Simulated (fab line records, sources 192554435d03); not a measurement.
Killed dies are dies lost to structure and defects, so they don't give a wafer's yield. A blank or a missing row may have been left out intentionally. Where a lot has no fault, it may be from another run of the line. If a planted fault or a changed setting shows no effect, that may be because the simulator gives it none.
Chamber matching :: flow n5Finfet :: N5_GATE_CUT_SAC_CAP_01 on aldSin-04 has 4 sister chambers
The step material SiNx, target thk 24 nm, pulse time 1 s, ald cycles 480. 8 wafers are shown with their chamber, then 7 later ones without.

## EACH WAFER AND ITS CHAMBER
wafer: L074.3
chamber: 3
heaterPowerW (W): 698
heaterPowerOuterW (W): 451

wafer: L078.3
chamber: 2
heaterPowerW (W): 901
heaterPowerOuterW (W): 565

wafer: L079.3
chamber: 1
heaterPowerW (W): 913
heaterPowerOuterW (W): 622

wafer: L079.4
chamber: 2
heaterPowerW (W): 888
heaterPowerOuterW (W): 546

wafer: L079.6
chamber: 1
heaterPowerW (W): 946
heaterPowerOuterW (W): 611

wafer: L082.1
chamber: 3
heaterPowerW (W): 716
heaterPowerOuterW (W): 462

wafer: L088.3
chamber: 0
heaterPowerW (W): 815
heaterPowerOuterW (W): 501

wafer: L088.5
chamber: 0
heaterPowerW (W): 779
heaterPowerOuterW (W): 483

## WAFERS WHOSE CHAMBER IS MISSING
wafer: L088.6
heaterPowerW (W): 735
heaterPowerOuterW (W): 466

wafer: L089.1
heaterPowerW (W): 797
heaterPowerOuterW (W): 495

wafer: L089.3
heaterPowerW (W): 912
heaterPowerOuterW (W): 545

wafer: L089.4
heaterPowerW (W): 944
heaterPowerOuterW (W): 622

wafer: L093.3
heaterPowerW (W): 952
heaterPowerOuterW (W): 614

wafer: L093.5
heaterPowerW (W): 720
heaterPowerOuterW (W): 460

wafer: L093.6
heaterPowerW (W): 807
heaterPowerOuterW (W): 490

## CHAMBER TAKEN BY EACH
wafer: L088.6
from the rows above: 3
in truth: 3

wafer: L089.1
from the rows above: 0
in truth: 0

wafer: L089.3
from the rows above: 2
in truth: 2

wafer: L089.4
from the rows above: 1
in truth: 1

wafer: L093.3
from the rows above: 1
in truth: 1

wafer: L093.5
from the rows above: 3
in truth: 3

wafer: L093.6
from the rows above: 0
in truth: 0
Correct placement for 7 of the 7. Not placeable from these rows: 0. Number placed wrongly: 0.
How it was worked out, from the rows above alone: a wafer's distance from a chamber is the root of the sum, over the readings, of the square of ((its reading less the chamber's mean) divided by the reading's scatter). If the next closest chamber is less than 2 further off than the closest, the wafer can't be placed; otherwise it belongs to the closest. The mean given for a chamber averages the wafers shown for that chamber. The scatter is the square root of a quotient: the sum, over the shown wafers, of each reading's squared deviation from its chamber's mean, divided by wafers minus chambers.
